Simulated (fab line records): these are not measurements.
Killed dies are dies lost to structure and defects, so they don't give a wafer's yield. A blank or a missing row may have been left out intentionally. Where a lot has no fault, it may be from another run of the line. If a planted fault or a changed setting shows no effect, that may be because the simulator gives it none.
Which tool did it? :: flow n5 finfet :: Sampling: 24 lots, 72 wafers, 6 of 1938 route steps

WHAT EACH GAUGE READ, for each wafer
No reading from a measuring or inspecting step in the record can be judged against a usual standard deviation.

TOOL THAT RAN EACH LOT (tool first, then ch and the chambers of the sampled wafers, then the start)
lot: L074
N5_BEOL_M2_SPUTTER_48: pvd sputter-03, day 6 19:38
N5_BEOL_M2_ANNEAL_91: pvd sputter-03, day 6 20:49
N5_BEOL_M2_DEP_57: pecvd-02 ch 0,1, day 6 22:24
N5_BEOL_M3_STRIP_97: rie diel-03 ch 0,1,2, day 7 10:28 or earlier
N5_BEOL_M3_ANNEAL_82: pvd sputter-01, day 7 10:28
N5_BEOL_M3_SPUTTER_94: pvd sputter-01, day 7 11:35

lot: L075
N5_BEOL_M2_SPUTTER_48: pvd sputter-01, day 6 23:10
N5_BEOL_M2_ANNEAL_91: pvd sputter-01, day 7 00:26
N5_BEOL_M2_DEP_57: pecvd-01 ch 0,1, day 7 02:05
N5_BEOL_M3_STRIP_97: rie diel-03 ch 0,1,3, day 7 12:58 or earlier
N5_BEOL_M3_ANNEAL_82: pvd sputter-03, day 7 12:58
N5_BEOL_M3_SPUTTER_94: pvd sputter-03, day 7 13:59

lot: L076
N5_BEOL_M2_SPUTTER_48: pvd sputter-02, day 7 10:56
N5_BEOL_M2_ANNEAL_91: pvd sputter-02, day 7 12:07
N5_BEOL_M2_DEP_57: pecvd-02 ch 0,1,2, day 7 13:47
N5_BEOL_M3_STRIP_97: rie diel-02 ch 0,1,2, day 7 19:03 or earlier
N5_BEOL_M3_ANNEAL_82: pvd sputter-02, day 7 19:03
N5_BEOL_M3_SPUTTER_94: pvd sputter-02, day 7 20:04

lot: L078
N5_BEOL_M2_SPUTTER_48: pvd sputter-01, day 7 15:23
N5_BEOL_M2_ANNEAL_91: pvd sputter-01, day 7 16:35
N5_BEOL_M2_DEP_57: pecvd-02 ch 1,2, day 7 18:34
N5_BEOL_M3_STRIP_97: rie diel-02 ch 0,1, day 8 03:40 or earlier
N5_BEOL_M3_ANNEAL_82: pvd sputter-02, day 8 03:40
N5_BEOL_M3_SPUTTER_94: pvd sputter-02, day 8 04:41

lot: L077
N5_BEOL_M2_SPUTTER_48: pvd sputter-01, day 7 18:26
N5_BEOL_M2_ANNEAL_91: pvd sputter-01, day 7 19:37
N5_BEOL_M2_DEP_57: pecvd-04 ch 1,2, day 7 21:11
N5_BEOL_M3_STRIP_97: rie diel-03 ch 0,1,3, day 8 04:44 or earlier
N5_BEOL_M3_ANNEAL_82: pvd sputter-01, day 8 04:44
N5_BEOL_M3_SPUTTER_94: pvd sputter-01, day 8 05:46

lot: L079
N5_BEOL_M2_SPUTTER_48: pvd sputter-01, day 7 22:14
N5_BEOL_M2_ANNEAL_91: pvd sputter-01, day 7 23:25
N5_BEOL_M2_DEP_57: pecvd-02 ch 1,2, day 8 01:03
N5_BEOL_M3_STRIP_97: rie diel-03 ch 1,2,3, day 8 11:07 or earlier
N5_BEOL_M3_ANNEAL_82: pvd sputter-02, day 8 11:07
N5_BEOL_M3_SPUTTER_94: pvd sputter-02, day 8 12:08

lot: L080
N5_BEOL_M2_SPUTTER_48: pvd sputter-02, day 8 00:41
N5_BEOL_M2_ANNEAL_91: pvd sputter-02, day 8 01:52
N5_BEOL_M2_DEP_57: pecvd-02 ch 0,1, day 8 03:29
N5_BEOL_M3_STRIP_97: rie diel-06 ch 1,2,3, day 8 15:10 or earlier
N5_BEOL_M3_ANNEAL_82: pvd sputter-03, day 8 15:10
N5_BEOL_M3_SPUTTER_94: pvd sputter-03, day 8 16:11

lot: L081
N5_BEOL_M2_SPUTTER_48: pvd sputter-03, day 8 12:46
N5_BEOL_M2_ANNEAL_91: pvd sputter-03, day 8 13:56
N5_BEOL_M2_DEP_57: pecvd-02 ch 0,1, day 8 15:31
N5_BEOL_M3_STRIP_97: rie diel-02 ch 0,1,3, day 8 19:41 or earlier
N5_BEOL_M3_ANNEAL_82: pvd sputter-02, day 8 19:41
N5_BEOL_M3_SPUTTER_94: pvd sputter-02, day 8 20:42

lot: L082
N5_BEOL_M2_SPUTTER_48: pvd sputter-02, day 8 13:19
N5_BEOL_M2_ANNEAL_91: pvd sputter-02, day 8 14:29
N5_BEOL_M2_DEP_57: pecvd-04 ch 0,2, day 8 16:13
N5_BEOL_M3_STRIP_97: rie diel-02 ch 0,2,3, day 9 03:37 or earlier
N5_BEOL_M3_ANNEAL_82: pvd sputter-02, day 9 03:37
N5_BEOL_M3_SPUTTER_94: pvd sputter-02, day 9 04:38

lot: L083
N5_BEOL_M2_SPUTTER_48: pvd sputter-03, day 8 16:29
N5_BEOL_M2_ANNEAL_91: pvd sputter-03, day 8 17:40
N5_BEOL_M2_DEP_57: pecvd-01 ch 0,1,2, day 8 19:14
N5_BEOL_M3_STRIP_97: rie diel-02 ch 0,3, day 9 13:38 or earlier
N5_BEOL_M3_ANNEAL_82: pvd sputter-03, day 9 13:38
N5_BEOL_M3_SPUTTER_94: pvd sputter-03, day 9 14:40

lot: L084
N5_BEOL_M2_SPUTTER_48: pvd sputter-01, day 9 02:05
N5_BEOL_M2_ANNEAL_91: pvd sputter-01, day 9 03:16
N5_BEOL_M2_DEP_57: pecvd-01 ch 0,1,2, day 9 04:50
N5_BEOL_M3_STRIP_97: rie diel-06 ch 0,1, day 9 17:46 or earlier
N5_BEOL_M3_ANNEAL_82: pvd sputter-01, day 9 17:46
N5_BEOL_M3_SPUTTER_94: pvd sputter-01, day 9 18:47

lot: L085
N5_BEOL_M2_SPUTTER_48: pvd sputter-03, day 9 11:17
N5_BEOL_M2_ANNEAL_91: pvd sputter-03, day 9 12:28
N5_BEOL_M2_DEP_57: pecvd-01 ch 0,1,2, day 9 14:01
N5_BEOL_M3_STRIP_97: rie diel-06 ch 1,2,3, day 9 21:17 or earlier
N5_BEOL_M3_ANNEAL_82: pvd sputter-03, day 9 21:17
N5_BEOL_M3_SPUTTER_94: pvd sputter-03, day 9 22:18

lot: L086
N5_BEOL_M2_SPUTTER_48: pvd sputter-01, day 9 19:55
N5_BEOL_M2_ANNEAL_91: pvd sputter-01, day 9 21:05
N5_BEOL_M2_DEP_57: pecvd-02 ch 0,1, day 9 22:40
N5_BEOL_M3_STRIP_97: rie diel-03 ch 1,2, day 10 03:29 or earlier
N5_BEOL_M3_ANNEAL_82: pvd sputter-01, day 10 03:29
N5_BEOL_M3_SPUTTER_94: pvd sputter-01, day 10 04:30

lot: L087
N5_BEOL_M2_SPUTTER_48: pvd sputter-01, day 9 23:46
N5_BEOL_M2_ANNEAL_91: pvd sputter-01, day 10 00:56
N5_BEOL_M2_DEP_57: pecvd-02 ch 0,1, day 10 02:32
N5_BEOL_M3_STRIP_97: rie diel-03 ch 1,3, day 10 13:28 or earlier
N5_BEOL_M3_ANNEAL_82: pvd sputter-01, day 10 13:28
N5_BEOL_M3_SPUTTER_94: pvd sputter-01, day 10 14:29

lot: L088
N5_BEOL_M2_SPUTTER_48: pvd sputter-01, day 10 04:48
N5_BEOL_M2_ANNEAL_91: pvd sputter-01, day 10 05:59
N5_BEOL_M2_DEP_57: pecvd-01 ch 1,2, day 10 07:32
N5_BEOL_M3_STRIP_97: rie diel-06 ch 0,1,3, day 11 06:02 or earlier
N5_BEOL_M3_ANNEAL_82: pvd sputter-01, day 11 06:02
N5_BEOL_M3_SPUTTER_94: pvd sputter-01, day 11 07:03

lot: L089
N5_BEOL_M2_SPUTTER_48: pvd sputter-01, day 10 08:43
N5_BEOL_M2_ANNEAL_91: pvd sputter-01, day 10 09:54
N5_BEOL_M2_DEP_57: pecvd-01 ch 0,1,2, day 10 11:37
N5_BEOL_M3_STRIP_97: rie diel-02 ch 0,2,3, day 10 19:50 or earlier
N5_BEOL_M3_ANNEAL_82: pvd sputter-01, day 10 19:50
N5_BEOL_M3_SPUTTER_94: pvd sputter-01, day 10 20:52

lot: L090
N5_BEOL_M2_SPUTTER_48: pvd sputter-01, day 10 17:29
N5_BEOL_M2_ANNEAL_91: pvd sputter-01, day 10 18:40
N5_BEOL_M2_DEP_57: pecvd-04 ch 0,1,2, day 10 20:13
N5_BEOL_M3_STRIP_97: rie diel-06 ch 0,1, day 11 08:55 or earlier
N5_BEOL_M3_ANNEAL_82: pvd sputter-02, day 11 08:55
N5_BEOL_M3_SPUTTER_94: pvd sputter-02, day 11 09:56

lot: L091
N5_BEOL_M2_SPUTTER_48: pvd sputter-02, day 11 03:46
N5_BEOL_M2_ANNEAL_91: pvd sputter-02, day 11 04:56
N5_BEOL_M2_DEP_57: pecvd-01 ch 0,1, day 11 06:31
N5_BEOL_M3_STRIP_97: rie diel-06 ch 0,1,3, day 11 12:12 or earlier
N5_BEOL_M3_ANNEAL_82: pvd sputter-02, day 11 12:12
N5_BEOL_M3_SPUTTER_94: pvd sputter-02, day 11 13:13

lot: L092
N5_BEOL_M2_SPUTTER_48: pvd sputter-02, day 11 06:33
N5_BEOL_M2_ANNEAL_91: pvd sputter-02, day 11 07:44
N5_BEOL_M2_DEP_57: pecvd-04 ch 1,2, day 11 09:17
N5_BEOL_M3_STRIP_97: rie diel-03 ch 1,2, day 11 22:31 or earlier
N5_BEOL_M3_ANNEAL_82: pvd sputter-03, day 11 22:31
N5_BEOL_M3_SPUTTER_94: pvd sputter-03, day 11 23:32

lot: L093
N5_BEOL_M2_SPUTTER_48: pvd sputter-01, day 11 09:32
N5_BEOL_M2_ANNEAL_91: pvd sputter-01, day 11 10:43
N5_BEOL_M2_DEP_57: pecvd-04 ch 0,2, day 11 12:34
N5_BEOL_M3_STRIP_97: rie diel-02 ch 2,3, day 11 20:40 or earlier
N5_BEOL_M3_ANNEAL_82: pvd sputter-03, day 11 20:40
N5_BEOL_M3_SPUTTER_94: pvd sputter-03, day 11 21:41

lot: L094
N5_BEOL_M2_SPUTTER_48: pvd sputter-03, day 11 17:43
N5_BEOL_M2_ANNEAL_91: pvd sputter-03, day 11 18:53
N5_BEOL_M2_DEP_57: pecvd-02 ch 0,1, day 11 20:31
N5_BEOL_M3_STRIP_97: rie diel-02 ch 0,1,2, day 12 05:04 or earlier
N5_BEOL_M3_ANNEAL_82: pvd sputter-01, day 12 05:04
N5_BEOL_M3_SPUTTER_94: pvd sputter-01, day 12 06:05

lot: L095
N5_BEOL_M2_SPUTTER_48: pvd sputter-01, day 11 20:25
N5_BEOL_M2_ANNEAL_91: pvd sputter-01, day 11 21:36
N5_BEOL_M2_DEP_57: pecvd-02 ch 0,1, day 11 23:11
N5_BEOL_M3_STRIP_97: rie diel-03 ch 1,2, day 12 06:46 or earlier
N5_BEOL_M3_ANNEAL_82: pvd sputter-02, day 12 06:46
N5_BEOL_M3_SPUTTER_94: pvd sputter-02, day 12 07:47

lot: L096
N5_BEOL_M2_SPUTTER_48: pvd sputter-02, day 12 03:02
N5_BEOL_M2_ANNEAL_91: pvd sputter-02, day 12 04:13
N5_BEOL_M2_DEP_57: pecvd-02 ch 0,1,2, day 12 05:48
N5_BEOL_M3_STRIP_97: rie diel-03 ch 1,2,3, day 12 16:49 or earlier
N5_BEOL_M3_ANNEAL_82: pvd sputter-03, day 12 16:49
N5_BEOL_M3_SPUTTER_94: pvd sputter-03, day 12 17:50

lot: L097
N5_BEOL_M2_SPUTTER_48: pvd sputter-01, day 12 16:08
N5_BEOL_M2_ANNEAL_91: pvd sputter-01, day 12 17:19
N5_BEOL_M2_DEP_57: pecvd-04 ch 0,2, day 12 18:53
N5_BEOL_M3_STRIP_97: rie diel-02 ch 0,1,3, day 13 08:22 or earlier
N5_BEOL_M3_ANNEAL_82: pvd sputter-03, day 13 08:22
N5_BEOL_M3_SPUTTER_94: pvd sputter-03, day 13 09:23
- N5_BEOL_M2_SPUTTER_48: material Cu, target thk 4.5 nm, time 8.29 s.
- N5_BEOL_M2_ANNEAL_91: time 240 s.
- N5_BEOL_M2_DEP_57: deposits SiCN from 3MS/NH3, target thk 8 nm, time 14 s.
- N5_BEOL_M3_STRIP_97: strips in N2/H2, time 10 s.
- N5_BEOL_M3_ANNEAL_82: time 240 s.
- N5_BEOL_M3_SPUTTER_94: material Cu, target thk 4.5 nm, time 8.29 s.

WHAT THE TOOLS THEMSELVES READ (means of the sampled wafers that have a number; where no wafer has one, the mark that the record gives instead)
N5_BEOL_M2_SPUTTER_48.
lot: L074
tool: pvd sputter-03
throttle valve pct (%): 29.8

lot: L075
tool: pvd sputter-01
throttle valve pct (%): 30.2

lot: L076
tool: pvd sputter-02
throttle valve pct (%): 29.6

lot: L078
tool: pvd sputter-01
throttle valve pct (%): 30.0

lot: L077
tool: pvd sputter-01
throttle valve pct (%): 29.7

lot: L079
tool: pvd sputter-01
throttle valve pct (%): 30.3

lot: L080
tool: pvd sputter-02
throttle valve pct (%): 30.2

lot: L081
tool: pvd sputter-03
throttle valve pct (%): 29.7

lot: L082
tool: pvd sputter-02
throttle valve pct (%): 29.6

lot: L083
tool: pvd sputter-03
throttle valve pct (%): 29.9

lot: L084
tool: pvd sputter-01
throttle valve pct (%): 29.0

lot: L085
tool: pvd sputter-03
throttle valve pct (%): 30.4

lot: L086
tool: pvd sputter-01
throttle valve pct (%): 31.1

lot: L087
tool: pvd sputter-01
throttle valve pct (%): 30.4

lot: L088
tool: pvd sputter-01
throttle valve pct (%): 29.1

lot: L089
tool: pvd sputter-01
throttle valve pct (%): 30.1

lot: L090
tool: pvd sputter-01
throttle valve pct (%): 29.1

lot: L091
tool: pvd sputter-02
throttle valve pct (%): 29.7

lot: L092
tool: pvd sputter-02
throttle valve pct (%): 30.2

lot: L093
tool: pvd sputter-01
throttle valve pct (%): 29.1

lot: L094
tool: pvd sputter-03
throttle valve pct (%): 29.2

lot: L095
tool: pvd sputter-01
throttle valve pct (%): 28.9

lot: L096
tool: pvd sputter-02
throttle valve pct (%): 29.3

lot: L097
tool: pvd sputter-01
throttle valve pct (%): 30.3

N5_BEOL_M2_ANNEAL_91.
lot: L074
tool: pvd sputter-03
heater power w (W): 928

lot: L075
tool: pvd sputter-01
heater power w (W): 901

lot: L076
tool: pvd sputter-02
heater power w (W): 779

lot: L078
tool: pvd sputter-01
heater power w (W): 903

lot: L077
tool: pvd sputter-01
heater power w (W): 827

lot: L079
tool: pvd sputter-01
heater power w (W): 931

lot: L080
tool: pvd sputter-02
heater power w (W): 761

lot: L081
tool: pvd sputter-03
heater power w (W): 898

lot: L082
tool: pvd sputter-02
heater power w (W): 795

lot: L083
tool: pvd sputter-03
heater power w (W): 925

lot: L084
tool: pvd sputter-01
heater power w (W): 889

lot: L085
tool: pvd sputter-03
heater power w (W): 947

lot: L086
tool: pvd sputter-01
heater power w (W): 780

lot: L087
tool: pvd sputter-01
heater power w (W): 844

lot: L088
tool: pvd sputter-01
heater power w (W): 958

lot: L089
tool: pvd sputter-01
heater power w (W): 821

lot: L090
tool: pvd sputter-01
heater power w (W): 877

lot: L091
tool: pvd sputter-02
heater power w (W): 756

lot: L092
tool: pvd sputter-02
heater power w (W): 801

lot: L093
tool: pvd sputter-01
heater power w (W): 878

lot: L094
tool: pvd sputter-03
heater power w (W): 893

lot: L095
tool: pvd sputter-01
heater power w (W): 922

lot: L096
tool: pvd sputter-02
heater power w (W): 792

lot: L097
tool: pvd sputter-01
heater power w (W): 854

N5_BEOL_M2_DEP_57.
lot: L074
tool: pecvd-02
chamber pressure Torr (Torr): 2.997
showerhead plenum p Torr (Torr): 3.666
throttle valve pct (%): 9.11

lot: L075
tool: pecvd-01
chamber pressure Torr (Torr): 3.005
showerhead plenum p Torr (Torr): 3.669
throttle valve pct (%): 9.46

lot: L076
tool: pecvd-02
chamber pressure Torr (Torr): 3.000
showerhead plenum p Torr (Torr): 3.658
throttle valve pct (%): 9.33

lot: L078
tool: pecvd-02
chamber pressure Torr (Torr): 2.997
showerhead plenum p Torr (Torr): 3.650
throttle valve pct (%): 9.33

lot: L077
tool: pecvd-04
chamber pressure Torr (Torr): 2.992
showerhead plenum p Torr (Torr): 3.661
throttle valve pct (%): 9.12

lot: L079
tool: pecvd-02
chamber pressure Torr (Torr): 3.000
showerhead plenum p Torr (Torr): 3.659
throttle valve pct (%): 9.30

lot: L080
tool: pecvd-02
chamber pressure Torr (Torr): 3.007
showerhead plenum p Torr (Torr): 3.667
throttle valve pct (%): 9.33

lot: L081
tool: pecvd-02
chamber pressure Torr (Torr): 2.995
showerhead plenum p Torr (Torr): 3.667
throttle valve pct (%): 9.29

lot: L082
tool: pecvd-04
chamber pressure Torr (Torr): 2.998
showerhead plenum p Torr (Torr): 3.649
throttle valve pct (%): 9.18

lot: L083
tool: pecvd-01
chamber pressure Torr (Torr): 3.003
showerhead plenum p Torr (Torr): 3.663
throttle valve pct (%): 9.30

lot: L084
tool: pecvd-01
chamber pressure Torr (Torr): 2.994
showerhead plenum p Torr (Torr): 3.669
throttle valve pct (%): 9.34

lot: L085
tool: pecvd-01
chamber pressure Torr (Torr): 3.002
showerhead plenum p Torr (Torr): 3.672
throttle valve pct (%): 9.47

lot: L086
tool: pecvd-02
chamber pressure Torr (Torr): 3.000
showerhead plenum p Torr (Torr): 3.667
throttle valve pct (%): 9.36

lot: L087
tool: pecvd-02
chamber pressure Torr (Torr): 3.003
showerhead plenum p Torr (Torr): 3.667
throttle valve pct (%): 9.29

lot: L088
tool: pecvd-01
chamber pressure Torr (Torr): 3.003
showerhead plenum p Torr (Torr): 3.667
throttle valve pct (%): 9.10

lot: L089
tool: pecvd-01
chamber pressure Torr (Torr): 3.003
showerhead plenum p Torr (Torr): 3.668
throttle valve pct (%): 9.47

lot: L090
tool: pecvd-04
chamber pressure Torr (Torr): 3.007
showerhead plenum p Torr (Torr): 3.654
throttle valve pct (%): 9.22

lot: L091
tool: pecvd-01
chamber pressure Torr (Torr): 2.999
showerhead plenum p Torr (Torr): 3.668
throttle valve pct (%): 9.69

lot: L092
tool: pecvd-04
chamber pressure Torr (Torr): 3.004
showerhead plenum p Torr (Torr): 3.669
throttle valve pct (%): 9.21

lot: L093
tool: pecvd-04
chamber pressure Torr (Torr): 3.004
showerhead plenum p Torr (Torr): 3.650
throttle valve pct (%): 9.37

lot: L094
tool: pecvd-02
chamber pressure Torr (Torr): 3.002
showerhead plenum p Torr (Torr): 3.663
throttle valve pct (%): 9.27

lot: L095
tool: pecvd-02
chamber pressure Torr (Torr): 3.002
showerhead plenum p Torr (Torr): 3.668
throttle valve pct (%): 9.37

lot: L096
tool: pecvd-02
chamber pressure Torr (Torr): 3.002
showerhead plenum p Torr (Torr): 3.659
throttle valve pct (%): 8.90

lot: L097
tool: pecvd-04
chamber pressure Torr (Torr): 2.996
showerhead plenum p Torr (Torr): 3.653
throttle valve pct (%): 9.44

N5_BEOL_M3_STRIP_97.
lot: L074
tool: rie diel-03
drypump motor current A (A): 5.4
h2 flow sccm (sccm): 199.6
n2 flow sccm (sccm): 200.0
oes product au (a.u.): 0.83
rf vpp V (V): 59.3
showerhead plenum p Torr (Torr): 2.61
throttle valve pct (%): 23.4

lot: L075
tool: rie diel-03
drypump motor current A (A): 5.8
h2 flow sccm (sccm): 199.7
n2 flow sccm (sccm): 199.7
oes product au (a.u.): 0.76
rf vpp V (V): 58.7
showerhead plenum p Torr (Torr): 2.58
throttle valve pct (%): 23.5

lot: L076
tool: rie diel-02
drypump motor current A (A): 5.6
h2 flow sccm (sccm): 200.2
n2 flow sccm (sccm): 200.7
oes product au (a.u.): 0.77
rf vpp V (V): 59.0
showerhead plenum p Torr (Torr): 2.43
throttle valve pct (%): 24.0

lot: L078
tool: rie diel-02
drypump motor current A (A): 5.6
h2 flow sccm (sccm): 199.9
n2 flow sccm (sccm): 200.0
oes product au (a.u.): 0.73
rf vpp V (V): 59.2
showerhead plenum p Torr (Torr): 2.40
throttle valve pct (%): 24.1

lot: L077
tool: rie diel-03
drypump motor current A (A): 5.8
h2 flow sccm (sccm): 199.3
n2 flow sccm (sccm): 200.1
oes product au (a.u.): 0.76
rf vpp V (V): 59.5
showerhead plenum p Torr (Torr): 2.58
throttle valve pct (%): 23.4

lot: L079
tool: rie diel-03
drypump motor current A (A): 5.6
h2 flow sccm (sccm): 200.2
n2 flow sccm (sccm): 200.1
oes product au (a.u.): 0.82
rf vpp V (V): 59.3
showerhead plenum p Torr (Torr): 2.53
throttle valve pct (%): 23.5

lot: L080
tool: rie diel-06
drypump motor current A (A): 4.9
h2 flow sccm (sccm): 200.4
n2 flow sccm (sccm): 200.1
oes product au (a.u.): 0.77
rf vpp V (V): 59.5
showerhead plenum p Torr (Torr): 2.57
throttle valve pct (%): 23.5

lot: L081
tool: rie diel-02
drypump motor current A (A): 5.7
h2 flow sccm (sccm): 200.0
n2 flow sccm (sccm): 200.1
oes product au (a.u.): 0.80
rf vpp V (V): 58.8
showerhead plenum p Torr (Torr): 2.49
throttle valve pct (%): 23.8

lot: L082
tool: rie diel-02
drypump motor current A (A): 5.8
h2 flow sccm (sccm): 199.4
n2 flow sccm (sccm): 200.6
oes product au (a.u.): 0.85
rf vpp V (V): 59.6
showerhead plenum p Torr (Torr): 2.47
throttle valve pct (%): 23.7

lot: L083
tool: rie diel-02
drypump motor current A (A): 5.9
h2 flow sccm (sccm): 200.1
n2 flow sccm (sccm): 200.3
oes product au (a.u.): 0.88
rf vpp V (V): 59.1
showerhead plenum p Torr (Torr): 2.53
throttle valve pct (%): 23.6

lot: L084
tool: rie diel-06
drypump motor current A (A): 6.0
h2 flow sccm (sccm): 200.3
n2 flow sccm (sccm): 199.4
oes product au (a.u.): 0.74
rf vpp V (V): 59.6
showerhead plenum p Torr (Torr): 2.49
throttle valve pct (%): 23.8

lot: L085
tool: rie diel-06
drypump motor current A (A): 4.9
h2 flow sccm (sccm): 199.5
n2 flow sccm (sccm): 200.2
oes product au (a.u.): 0.77
rf vpp V (V): 58.7
showerhead plenum p Torr (Torr): 2.56
throttle valve pct (%): 23.6

lot: L086
tool: rie diel-03
drypump motor current A (A): 5.2
h2 flow sccm (sccm): 199.6
n2 flow sccm (sccm): 200.2
oes product au (a.u.): 0.86
rf vpp V (V): 59.1
showerhead plenum p Torr (Torr): 2.62
throttle valve pct (%): 23.5

lot: L087
tool: rie diel-03
drypump motor current A (A): 6.0
h2 flow sccm (sccm): 199.6
n2 flow sccm (sccm): 200.4
oes product au (a.u.): 0.74
rf vpp V (V): 59.5
showerhead plenum p Torr (Torr): 2.49
throttle valve pct (%): 23.5

lot: L088
tool: rie diel-06
drypump motor current A (A): 5.5
h2 flow sccm (sccm): 199.7
n2 flow sccm (sccm): 199.8
oes product au (a.u.): 0.75
rf vpp V (V): 58.9
showerhead plenum p Torr (Torr): 2.53
throttle valve pct (%): 23.6

lot: L089
tool: rie diel-02
drypump motor current A (A): 5.8
h2 flow sccm (sccm): 200.6
n2 flow sccm (sccm): 200.2
oes product au (a.u.): 0.83
rf vpp V (V): 58.7
showerhead plenum p Torr (Torr): 2.47
throttle valve pct (%): 23.7

lot: L090
tool: rie diel-06
drypump motor current A (A): 5.7
h2 flow sccm (sccm): 200.1
n2 flow sccm (sccm): 199.3
oes product au (a.u.): 0.75
rf vpp V (V): 59.7
showerhead plenum p Torr (Torr): 2.56
throttle valve pct (%): 23.5

lot: L091
tool: rie diel-06
drypump motor current A (A): 5.5
h2 flow sccm (sccm): 200.1
n2 flow sccm (sccm): 199.9
oes product au (a.u.): 0.76
rf vpp V (V): 58.4
showerhead plenum p Torr (Torr): 2.53
throttle valve pct (%): 23.6

lot: L092
tool: rie diel-03
drypump motor current A (A): 5.1
h2 flow sccm (sccm): 199.9
n2 flow sccm (sccm): 200.0
oes product au (a.u.): 0.85
rf vpp V (V): 59.1
showerhead plenum p Torr (Torr): 2.62
throttle valve pct (%): 23.5

lot: L093
tool: rie diel-02
drypump motor current A (A): 5.8
h2 flow sccm (sccm): 200.2
n2 flow sccm (sccm): 199.8
oes product au (a.u.): 0.85
rf vpp V (V): 58.4
showerhead plenum p Torr (Torr): 2.50
throttle valve pct (%): 23.6

lot: L094
tool: rie diel-02
drypump motor current A (A): 5.6
h2 flow sccm (sccm): 199.8
n2 flow sccm (sccm): 200.5
oes product au (a.u.): 0.84
rf vpp V (V): 59.5
showerhead plenum p Torr (Torr): 2.42
throttle valve pct (%): 23.8

lot: L095
tool: rie diel-03
drypump motor current A (A): 5.2
h2 flow sccm (sccm): 199.8
n2 flow sccm (sccm): 200.0
oes product au (a.u.): 0.83
rf vpp V (V): 59.8
showerhead plenum p Torr (Torr): 2.54
throttle valve pct (%): 23.5

lot: L096
tool: rie diel-03
drypump motor current A (A): 5.6
h2 flow sccm (sccm): 199.9
n2 flow sccm (sccm): 200.3
oes product au (a.u.): 0.88
rf vpp V (V): 59.4
showerhead plenum p Torr (Torr): 2.62
throttle valve pct (%): 23.4

lot: L097
tool: rie diel-02
drypump motor current A (A): 5.7
h2 flow sccm (sccm): 200.1
n2 flow sccm (sccm): 200.0
oes product au (a.u.): 0.84
rf vpp V (V): 59.3
showerhead plenum p Torr (Torr): 2.47
throttle valve pct (%): 23.7

N5_BEOL_M3_ANNEAL_82.
lot: L074
tool: pvd sputter-01
heater power w (W): 817

lot: L075
tool: pvd sputter-03
heater power w (W): 921

lot: L076
tool: pvd sputter-02
heater power w (W): 765

lot: L078
tool: pvd sputter-02
heater power w (W): 776

lot: L077
tool: pvd sputter-01
heater power w (W): 866

lot: L079
tool: pvd sputter-02
heater power w (W): 793

lot: L080
tool: pvd sputter-03
heater power w (W): 876

lot: L081
tool: pvd sputter-02
heater power w (W): 843

lot: L082
tool: pvd sputter-02
heater power w (W): 812

lot: L083
tool: pvd sputter-03
heater power w (W): 867

lot: L084
tool: pvd sputter-01
heater power w (W): 873

lot: L085
tool: pvd sputter-03
heater power w (W): 863

lot: L086
tool: pvd sputter-01
heater power w (W): 798

lot: L087
tool: pvd sputter-01
heater power w (W): 963

lot: L088
tool: pvd sputter-01
heater power w (W): 827

lot: L089
tool: pvd sputter-01
heater power w (W): 892

lot: L090
tool: pvd sputter-02
heater power w (W): 808

lot: L091
tool: pvd sputter-02
heater power w (W): 797

lot: L092
tool: pvd sputter-03
heater power w (W): 888

lot: L093
tool: pvd sputter-03
heater power w (W): 910

lot: L094
tool: pvd sputter-01
heater power w (W): 898

lot: L095
tool: pvd sputter-02
heater power w (W): 765

lot: L096
tool: pvd sputter-03
heater power w (W): 927

lot: L097
tool: pvd sputter-03
heater power w (W): 941

N5_BEOL_M3_SPUTTER_94.
lot: L074
tool: pvd sputter-01
throttle valve pct (%): 29.8

lot: L075
tool: pvd sputter-03
throttle valve pct (%): 29.8

lot: L076
tool: pvd sputter-02
throttle valve pct (%): 29.7

lot: L078
tool: pvd sputter-02
throttle valve pct (%): 29.6

lot: L077
tool: pvd sputter-01
throttle valve pct (%): 29.7

lot: L079
tool: pvd sputter-02
throttle valve pct (%): 30.2

lot: L080
tool: pvd sputter-03
throttle valve pct (%): 29.2

lot: L081
tool: pvd sputter-02
throttle valve pct (%): 30.2

lot: L082
tool: pvd sputter-02
throttle valve pct (%): 29.4

lot: L083
tool: pvd sputter-03
throttle valve pct (%): 29.1

lot: L084
tool: pvd sputter-01
throttle valve pct (%): 29.2

lot: L085
tool: pvd sputter-03
throttle valve pct (%): 29.7

lot: L086
tool: pvd sputter-01
throttle valve pct (%): 29.1

lot: L087
tool: pvd sputter-01
throttle valve pct (%): 29.1

lot: L088
tool: pvd sputter-01
throttle valve pct (%): 29.8

lot: L089
tool: pvd sputter-01
throttle valve pct (%): 30.0

lot: L090
tool: pvd sputter-02
throttle valve pct (%): 29.5

lot: L091
tool: pvd sputter-02
throttle valve pct (%): 29.6

lot: L092
tool: pvd sputter-03
throttle valve pct (%): 29.8

lot: L093
tool: pvd sputter-03
throttle valve pct (%): 29.8

lot: L094
tool: pvd sputter-01
throttle valve pct (%): 29.9

lot: L095
tool: pvd sputter-02
throttle valve pct (%): 30.1

lot: L096
tool: pvd sputter-03
throttle valve pct (%): 29.4

lot: L097
tool: pvd sputter-03
throttle valve pct (%): 29.8

THE ANSWER, worked out from the rows above alone
Rule: usual is defined by the lots themselves. The widest of any qualifying gaps counts: lots, ordered by their means at a reading, are off when they make up no more than a third of the lots, leave a main group of 4 or more, and stand apart from it by 3 or more times the standard deviation of that group's means. The tables above print the reading to a certain number of digits; a main group whose means all agree to those digits is not used. A lot without any number at a reading at which 4 lots or more have one is off too. All remaining lots with rows at the step are treated as sound. The gauges are gone through in route order, then the tools' own readings, and for those a lot's mean is taken as printed above. At the first step where some lot is off, the reading lying furthest off is the one used; lots without a number count as furthest.
Nothing can be told from this: no lot is off at any reading shown.

WHAT WAS PUT IN BY THE SIMULATOR
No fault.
